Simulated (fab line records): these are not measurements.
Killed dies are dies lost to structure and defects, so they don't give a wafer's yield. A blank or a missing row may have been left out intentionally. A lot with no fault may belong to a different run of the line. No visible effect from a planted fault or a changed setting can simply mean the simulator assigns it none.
Which of the tools did it? / flow n5Finfet / 11 lots with 33 wafers sampled at 2 steps, on a route of 1938 steps

WHAT THE GAUGES READ, wafer by wafer
N5_BEOL_M8_CD_MEAS_35: target cd 40 nm.
lot=L810; measured=day 10 21:46; on=cdSem-02; cdNm (nm)=40.1 39.7 40.7
lot=L814; measured=day 11 22:16; on=cdSem-02; cdNm (nm)=40.6 40.3 40.0
lot=L816; measured=day 12 10:49; on=cdSem-03; cdNm (nm)=39.6 39.2 39.8
lot=L817; measured=day 12 22:12; on=cdSem-01; cdNm (nm)=39.6 39.6 39.5
lot=L819; measured=day 13 08:10; on=cdSem-03; cdNm (nm)=39.9 39.7 39.9
lot=L821; measured=day 13 08:26; on=cdSem-03; cdNm (nm)=39.3 38.6 39.0
lot=L820; measured=day 13 20:22; on=cdSem-01; cdNm (nm)=39.4 39.8 39.7
lot=L825; measured=day 14 17:23; on=cdSem-01; cdNm (nm)=39.3 39.9 39.8
lot=L827; measured=day 15 04:40; on=cdSem-03; cdNm (nm)=40.3 40.2 39.7
lot=L829; measured=day 15 10:19; on=cdSem-02; cdNm (nm)=40.1 40.0 39.6
lot=L830; measured=day 15 17:23; on=cdSem-03; cdNm (nm)=39.5 40.5 40.2

TOOL THAT RAN EACH LOT (tool first, then ch and the chambers of the sampled wafers, then the start)
lot=L810; N5_BEOL_M8_ETCH_41=rieDiel-02 ch 1,3, day 10 21:46 or earlier
lot=L814; N5_BEOL_M8_ETCH_41=rieDiel-03 ch 0,1,3, day 11 22:16 or earlier
lot=L816; N5_BEOL_M8_ETCH_41=rieDiel-03 ch 0,2,3, day 12 10:49 or earlier
lot=L817; N5_BEOL_M8_ETCH_41=rieDiel-03 ch 0,1,2, day 12 22:12 or earlier
lot=L819; N5_BEOL_M8_ETCH_41=rieDiel-03 ch 0,3, day 13 08:10 or earlier
lot=L821; N5_BEOL_M8_ETCH_41=rieDiel-02 ch 0,1,2, day 13 08:26 or earlier
lot=L820; N5_BEOL_M8_ETCH_41=rieDiel-03 ch 2,3, day 13 20:22 or earlier
lot=L825; N5_BEOL_M8_ETCH_41=rieDiel-02 ch 0,1,2, day 14 17:23 or earlier
lot=L827; N5_BEOL_M8_ETCH_41=rieDiel-03 ch 0,1,3, day 15 04:40 or earlier
lot=L829; N5_BEOL_M8_ETCH_41=rieDiel-05 ch 1,2, day 15 10:19 or earlier
lot=L830; N5_BEOL_M8_ETCH_41=rieDiel-03 ch 2,3, day 15 17:23 or earlier
- N5_BEOL_M8_ETCH_41: etches SiCN in CH3F/O2, target depth 31.9 nm, time 57.8 s.

THE ANSWER, worked out from the rows above alone
Rule: the lots themselves supply what counts as usual. The widest of any qualifying gaps counts: lots, ordered by their means at a reading, are off when they make up no more than a third of the lots, leave a main group of 4 or more, and stand apart from it by 3 or more times the standard deviation of that group's means. A main group whose means are all the same, to the digits that the tables above print for the reading, isn't used. A lot without any number at a reading at which 4 lots or more have one is off too. Any other lot the step has rows for is counted as sound.
No lot is off on any of the readings shown, so nothing can be concluded from this.

WHAT THE SIMULATOR HAD INSERTED
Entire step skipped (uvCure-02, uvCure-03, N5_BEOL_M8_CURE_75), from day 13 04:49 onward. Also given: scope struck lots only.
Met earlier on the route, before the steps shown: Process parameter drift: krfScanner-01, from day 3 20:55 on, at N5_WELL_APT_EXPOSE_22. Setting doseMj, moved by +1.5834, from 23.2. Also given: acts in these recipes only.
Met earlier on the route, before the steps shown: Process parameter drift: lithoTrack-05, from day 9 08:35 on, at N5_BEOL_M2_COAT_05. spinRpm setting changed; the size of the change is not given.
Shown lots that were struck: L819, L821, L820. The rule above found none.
